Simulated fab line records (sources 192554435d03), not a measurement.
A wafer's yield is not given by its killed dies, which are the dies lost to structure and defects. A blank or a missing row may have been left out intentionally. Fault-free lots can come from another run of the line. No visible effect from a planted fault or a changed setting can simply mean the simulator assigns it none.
fab line records    flow n5-finfet
record lots=6  wafers=17  last-day=17
route steps=1938 shown PASSIVATION@1918
lots that met no fault: taken from a fault-free run of the same line
start-h: the number of hours between the record's first day and the start of the first shown wafer of the lot    wait-h: how many hours have passed since the lot's step before this one    " repeats the value in the row above    L1.1+2: one row covering several wafers at once    - either no value or no given start    * or withheld: withheld    < > ~ a bound
route shown NAME@n: a module of which the file shows steps, and the number in the route of the first    usual: average and standard deviation across the fault-free wafers    same: alike in all rows    chamber/n: place in a boat    sites: readings site by site    _std_site: how widely they spread, as a standard deviation    _edge_site: inner sites' mean taken away from outer sites' mean    radius-mm: for every site, how far away it sits from the centre of the wafer    mask NAME#n: copy n    behind: tool/chamber where the wafer was last shaped    hold: why the lot went on hold/how many hours it stayed there/how the hold came to an end    device: whichever transistor did not switch (one of n, p or np)    end of line: the route-end tests of the same wafers    a step without rows: its recipe alone    killed: not the wafer's yield, but the dies lost to structure and defects at the first sort    map: the dies of a wafer, with x for killed, . for not killed, _ for no die there
set.NAME: the setting that was run; set.NAME@STEP: the one run at that earlier step    model.NAME: the simulator's own value behind a step, which no gauge read
a table for each step, a row for each wafer; lots at some steps of the route
services: the hour from which a tool's chamber was out of use, counted from the record's first day as start-h (under 0 if before that day), plus the number of hours and why
## steps
# step N5_PASSIVATION_COAT_38
# recipe spin-rpm=3000  resist-thk-nm=withheld
# step N5_PASSIVATION_EBR_40
# recipe solvent=PGMEA  ebr-width-mm=1.5
# step N5_PASSIVATION_SOFTBAKE_39
# recipe temp-c=110  time-s=120
# step N5_PASSIVATION_EXPOSE_41
# recipe mask-id=PASS_OPEN  na=0.55  defocus-nm=0  source-shape=conventional  sigma-outer=0.8  polarization=unpolarized  target-cd-nm=40000  dose-mj=57.25
# step N5_PASSIVATION_PEB_42
# recipe peb-temp-c=withheld  peb-time-s=*
# step N5_PASSIVATION_DEVELOP_43
# recipe develop-time-s=60  rinse-liquid=diw  dry=air-spin  dev-temp-c=21
# step N5_PASSIVATION_HARDBAKE_45
# recipe temp-c=130  time-s=120
# step N5_PASSIVATION_CD_MEAS_44
# recipe target-cd-nm=40000  landing-energy-ev=500  detector=se-inlens
# usual cd-nm=40000/2.5
lot.wafer  tool       chamber  start-h  wait-h  cd-nm
L909.1     cd-sem-03  0        321.35   -       40001
L909.3     "          0        "        "       40000
L909.4     "          0        "        "       40000
L908.2     cd-sem-03  0        326.46   -       40001
L908.3     "          0        "        "       40003
L908.6     "          0        "        "       39999
L907.2     cd-sem-03  0        333.28   -       40002
L907.4     "          0        "        "       40004
L907.6     "          0        "        "       40002
L911.2     cd-sem-01  0        333.42   -       40006
L911.3     "          0        "        "       40006
L915.3     cd-sem-03  0        365.01   -       40000
L915.4     "          0        "        "       40000
L915.6     "          0        "        "       40000
L923.4     cd-sem-02  0        400.27   -       39998
L923.5     "          0        "        "       39993
L923.6     "          0        "        "       39996
# step N5_PASSIVATION_OVL_MEAS_66
# recipe points-per-wafer=44
# usual PASS_OPEN_OVL=-2/5.8
lot.wafer  tool        chamber  start-h  wait-h  PASS_OPEN_OVL[nm]
L909.1     overlay-02  0        321.38   0.0     -2
L909.3     "           0        "        "       -2
L909.4     "           0        "        "       -14
L908.2     overlay-02  0        326.49   0.0     -3
L908.3     "           0        "        "       -1
L908.6     "           0        "        "       1
L907.2     overlay-01  0        333.31   0.0     7
L907.4     "           0        "        "       5
L907.6     "           0        "        "       -3
L911.2     overlay-01  0        333.45   0.0     -11
L911.3     "           0        "        "       -3
L915.3     overlay-01  0        365.04   0.0     0
L915.4     "           0        "        "       7
L915.6     "           0        "        "       4
L923.4     overlay-01  0        400.30   0.0     10
L923.5     "           0        "        "       -5
L923.6     "           0        "        "       9
# step N5_PASSIVATION_INSPECT_67
# recipe mode=adi  inspect-instrument=macro
# usual raw-defect-count=2.1/1.4
lot.wafer  tool               chamber  start-h  wait-h  raw-defect-count
L909.1     defect-inspect-02  -        321.41   0.0     3
L909.3     "                  -        "        "       3
L909.4     "                  -        "        "       3
L908.2     defect-inspect-01  -        326.52   0.0     1
L908.3     "                  -        "        "       1
L908.6     "                  -        "        "       4
L907.2     defect-inspect-01  -        333.33   0.0     2
L907.4     "                  -        "        "       1
L907.6     "                  -        "        "       4
L911.2     defect-inspect-01  -        333.47   0.0     4
L911.3     "                  -        "        "       2
L915.3     defect-inspect-01  -        365.06   0.0     2
L915.4     "                  -        "        "       2
L915.6     "                  -        "        "       0
L923.4     defect-inspect-02  -        400.32   0.0     2
L923.5     "                  -        "        "       2
L923.6     "                  -        "        "       1
# step N5_PASSIVATION_DESCUM_46
# recipe chemistry=O2  time-s=7.9  source-power-w=50  bias-power-w=20  pressure-mtorr=20  rf-frequency-hz=2.712e+07  temp-c=40  o2-flow-sccm=225
# usual drypump-motor-current-A=5.8/0.36  oes-product-au=0.80/0.083  rf-fwd-power-W=49.39/0.29  rf-vpp-V=242.6/1.4  showerhead-plenum-p-Torr=2.06/0.071  throttle-valve-pct=20.43/0.23
lot.wafer  tool         chamber  start-h  wait-h  drypump-motor-current-A  oes-product-au  rf-fwd-power-W  rf-hours-counter-h  rf-vpp-V  showerhead-plenum-p-Torr  throttle-valve-pct
L909.1     rie-diel-06  2        321.44   0.0     5.9                      0.86            49.45           63                  243.5     2.05                      20.14
L909.3     "            3        "        "       6.1                      0.72            49.65           212                 241.5     1.99                      20.59
L909.4     "            0        "        "       5.8                      0.85            49.61           68                  243.5     2.03                      20.40
L908.2     rie-diel-05  2        326.61   0.1     6.2                      0.83            49.04           63                  243.1     2.11                      20.47
L908.3     "            1        "        "       5.1                      0.85            49.69           78                  241.9     2.02                      20.21
L908.6     "            3        "        "       5.7                      0.93            49.60           -                   241.2     2.04                      20.14
L907.2     rie-diel-02  2        333.45   0.1     6.1                      0.69            49.62           238                 244.2     2.15                      20.99
L907.4     "            2        "        "       6.2                      0.70            49.82           -                   243.2     2.16                      20.99
L907.6     "            1        "        "       5.0                      0.68            49.73           -                   240.7     1.97                      20.44
L911.2     rie-diel-06  3        333.69   0.2     6.2                      0.71            49.76           217                 241.4     1.99                      20.59
L911.3     "            0        "        "       5.8                      0.85            49.68           73                  242.6     2.03                      20.39
L915.3     rie-diel-06  1        365.10   0.0     5.9                      0.70            48.93           231                 243.2     2.06                      20.74
L915.4     "            0        "        "       5.7                      0.84            49.52           85                  241.7     2.03                      20.41
L915.6     "            2        "        "       5.9                      0.85            49.75           -                   241.9     2.04                      20.16
L923.4     rie-diel-05  2        400.37   0.0     6.2                      0.79            49.14           -                   244.5     2.10                      20.50
L923.5     "            3        "        "       5.7                      0.88            49.27           -                   241.3     2.03                      20.19
L923.6     "            0        "        "       5.7                      0.77            48.82           -                   242.9     2.00                      20.37
# step N5_PASSIVATION_PASS_ETCH_47
# recipe chemistry=CF4/O2  target=SiNx  target-depth-a=7700  time-s=385  ion-energy-ev=100  pressure-mtorr=40  source-w=535  bias-w=49  Ar_flow_sccm=100  cf4-flow-sccm=100  O2_flow_sccm=10
# usual drypump-motor-current-A=5.8/0.36  oes-product-au=0.80/0.08  rf-fwd-power-W=534.0/1.9  rf-vpp-V=240.6/2.1  showerhead-plenum-p-Torr=2.17/0.069  throttle-valve-pct=15.88/0.24
lot.wafer  tool         chamber  start-h  wait-h  drypump-motor-current-A  oes-product-au  rf-fwd-power-W  rf-hours-counter-h  rf-vpp-V  showerhead-plenum-p-Torr  throttle-valve-pct
L909.1     rie-diel-06  2        321.48   0.0     5.9                      0.86            539.3           63                  238.9     2.15                      15.51
L909.3     "            3        "        "       6.2                      0.72            535.7           212                 239.8     2.11                      16.07
L909.4     "            0        "        "       5.8                      0.86            533.0           68                  242.9     2.15                      15.83
L908.2     rie-diel-05  2        326.64   0.0     6.2                      0.83            533.6           63                  241.1     2.23                      15.91
L908.3     "            1        "        "       5.1                      0.86            535.0           78                  239.6     2.14                      15.70
L908.6     "            3        "        "       5.7                      0.93            531.6           -                   236.2     2.17                      15.62
L907.2     rie-diel-02  2        333.48   0.0     6.2                      0.71            534.3           238                 244.4     2.26                      16.42
L907.4     "            2        "        "       6.2                      0.71            532.3           -                   244.2     2.26                      16.40
L907.6     "            1        "        "       5.0                      0.69            531.9           -                   238.7     2.10                      16.01
L911.2     rie-diel-06  3        333.72   0.0     6.2                      0.72            533.7           217                 241.4     2.10                      16.07
L911.3     "            0        "        "       5.7                      0.85            533.0           73                  243.2     2.15                      15.82
L915.3     rie-diel-06  1        365.13   0.0     6.0                      0.69            532.2           231                 242.2     2.18                      16.18
L915.4     "            0        "        "       5.8                      0.83            532.8           85                  243.6     2.14                      15.86
L915.6     "            2        "        "       5.9                      0.85            531.6           -                   239.7     2.14                      15.56
L923.4     rie-diel-05  2        400.50   0.1     6.2                      0.79            536.6           -                   239.3     2.22                      15.98
L923.5     "            3        "        "       5.7                      0.87            530.5           -                   236.1     2.16                      15.67
L923.6     "            0        "        "       5.6                      0.76            533.7           -                   239.8     2.12                      15.85
# step N5_PASSIVATION_ETCH_54
# recipe chemistry=CHF3/O2  target=SiO2  target-depth-a=8800  CHF3_flow_sccm=50  O2_flow_sccm=5  Ar_flow_sccm=200  time-s=440  mask-material=PR  pressure-mtorr=30  source-w=650  bias-w=170  ion-energy-ev=200
# usual drypump-motor-current-A=5.8/0.36  oes-product-au=0.80/0.08  rf-fwd-power-W=648.8/2.2  rf-vpp-V=523/4.5  showerhead-plenum-p-Torr=2.37/0.076  throttle-valve-pct=18.81/0.23
lot.wafer  tool         chamber  start-h  wait-h  drypump-motor-current-A  oes-product-au  rf-fwd-power-W  rf-hours-counter-h  rf-vpp-V  showerhead-plenum-p-Torr  throttle-valve-pct  model.etch.depth-nm  model.PASSIVATION.feature-depth-nm
L909.1     rie-diel-06  2        321.70   0.1     5.9                      0.87            650.4           63                  521       2.35                      18.45               881.6                881.6
L909.3     "            3        "        "       6.2                      0.72            646.9           212                 523       2.30                      18.99               875.9                875.8
L909.4     "            0        "        "       5.8                      0.85            654.0           69                  528       2.34                      18.74               869.6                869.6
L908.2     rie-diel-05  2        326.87   0.1     6.2                      0.83            648.1           63                  520       2.44                      18.87               886.4                886.4
L908.3     "            1        "        "       5.1                      0.85            654.6           79                  526       2.34                      18.68               885.8                885.8
L908.6     "            3        "        "       5.7                      0.93            650.8           -                   516       2.37                      18.58               905.6                905.6
L907.2     rie-diel-02  2        333.71   0.1     6.2                      0.71            648.2           239                 534       2.47                      19.33               857.8                857.8
L907.4     "            2        "        "       6.2                      0.71            646.5           -                   531       2.47                      19.33               861.3                861.2
L907.6     "            1        "        "       5.0                      0.69            647.7           -                   519       2.29                      18.92               859.9                859.8
L911.2     rie-diel-06  3        333.95   0.1     6.2                      0.81            646.5           217                 524       2.30                      19.02               1409                 1409
L911.3     "            0        "        "       5.8                      0.96            651.7           73                  528       2.34                      18.75               1443                 1443
L915.3     rie-diel-06  1        365.36   0.1     6.0                      0.79            646.4           231                 527       2.37                      19.08               1420                 1420
L915.4     "            0        "        "       5.8                      0.83            652.3           85                  528       2.33                      18.75               876.7                876.8
L915.6     "            2        "        "       5.9                      0.84            648.8           -                   521       2.34                      18.49               877.5                877.4
L923.4     rie-diel-05  2        400.76   0.1     6.3                      0.80            648.2           -                   520       2.43                      18.92               876.5                876.6
L923.5     "            3        "        "       5.8                      0.87            648.1           -                   517       2.36                      18.62               891.5                891.4
L923.6     "            0        "        "       5.6                      0.76            647.8           -                   520       2.31                      18.75               878.4                878.4
# step N5_PASSIVATION_STRIP_48
# recipe chemistry=O2  power-w=600  temp-c=60  pressure-mtorr=30  rf-frequency-hz=6e+07  bias-power-w=0  overash-fraction=0.5  o2-flow-sccm=225
# usual drypump-motor-current-A=5.8/0.36  oes-product-au=0.80/0.088  rf-vpp-V=3.5/2.2  showerhead-plenum-p-Torr=2.06/0.071  throttle-valve-pct=16.67/0.24
lot.wafer  tool         chamber  start-h  wait-h  drypump-motor-current-A  oes-product-au  rf-hours-counter-h  rf-vpp-V  showerhead-plenum-p-Torr  throttle-valve-pct
L909.1     rie-diel-06  2        321.99   0.1     5.9                      0.84            63                  5.6       2.05                      16.34
L909.3     "            3        "        "       6.1                      0.71            212                 5.2       2.00                      16.83
L909.4     "            0        "        "       5.8                      0.85            69                  5.0       2.04                      16.63
L908.2     rie-diel-05  2        327.16   0.1     6.2                      0.86            63                  4.2       2.12                      16.61
L908.3     "            1        "        "       5.1                      0.86            79                  7.3       2.03                      16.41
L908.6     "            3        "        "       5.8                      0.96            -                   0.4       2.05                      16.39
L907.2     rie-diel-02  2        334.00   0.1     6.1                      0.70            239                 5.5       2.16                      17.23
L907.4     "            2        "        "       6.2                      0.70            -                   5.3       2.16                      17.29
L907.6     "            1        "        "       5.0                      0.69            -                   2.6       1.98                      16.72
L911.2     rie-diel-06  3        334.24   0.1     6.1                      0.71            217                 7.3       1.99                      16.88
L911.3     "            0        "        "       5.8                      0.85            73                  2.0       2.03                      16.66
L915.3     rie-diel-06  1        365.65   0.1     6.0                      0.68            231                 5.1       2.07                      16.96
L915.4     "            0        "        "       5.8                      0.86            85                  6.1       2.03                      16.66
L915.6     "            2        "        "       5.9                      0.85            -                   4.8       2.04                      16.40
L923.4     rie-diel-05  2        400.92   0.0     6.2                      0.77            -                   6.3       2.11                      16.69
L923.5     "            3        "        "       5.7                      0.87            -                   5.6       2.04                      16.39
L923.6     "            0        "        "       5.6                      0.77            -                   0.4       2.00                      16.62
## services
tool         chamber  start-h  hours  kind
rie-diel-02  0        298.95   -      clean
rie-diel-02  0        298.95   -      consumable-replace:focus-ring
rie-diel-02  0        298.95   -      consumable-replace:showerhead
rie-diel-02  0        298.95   15.2   scheduled-down
rie-diel-02  0        298.95   15.2   vent-cycle
rie-diel-02  -        320.74   3.6    repair
rie-diel-02  3        326.28   -      clean
rie-diel-02  3        326.28   -      consumable-replace:focus-ring
rie-diel-02  3        326.28   -      consumable-replace:showerhead
rie-diel-02  3        326.28   17.4   scheduled-down
rie-diel-02  3        326.28   17.4   vent-cycle
rie-diel-02  2        328.81   3.2    repair
rie-diel-06  1        352.27   2.4    repair
rie-diel-02  1        362.03   1.3    repair
rie-diel-02  1        363.60   -      clean
rie-diel-02  1        363.60   -      consumable-replace:focus-ring
rie-diel-02  1        363.60   -      consumable-replace:showerhead
rie-diel-02  1        363.60   15.4   scheduled-down
rie-diel-02  1        363.60   15.4   vent-cycle
rie-diel-05  2        366.19   1.2    repair
rie-diel-06  2        368.01   12.3   repair
rie-diel-02  3        386.31   2.8    repair
rie-diel-05  1        392.31   7.0    repair
rie-diel-05  1        399.46   6.0    repair
## key
first-sign none at tools or gauges
model-effect step=N5_PASSIVATION_ETCH_54  value=etch.depth-nm  without=870.4  struck=1424
met-at N5_PASSIVATION_ETCH_54
struck-wafers L911.2,L911.3,L915.3
onset-between 321.70 333.95
fault kind=process-parameter-drift  tool=rie-diel-06  chamber=-  onset-h=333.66  steps=N5_PASSIVATION_ETCH_54  channel=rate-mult  offset=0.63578  shape=step  end-h=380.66  scope=struck-wafers-only
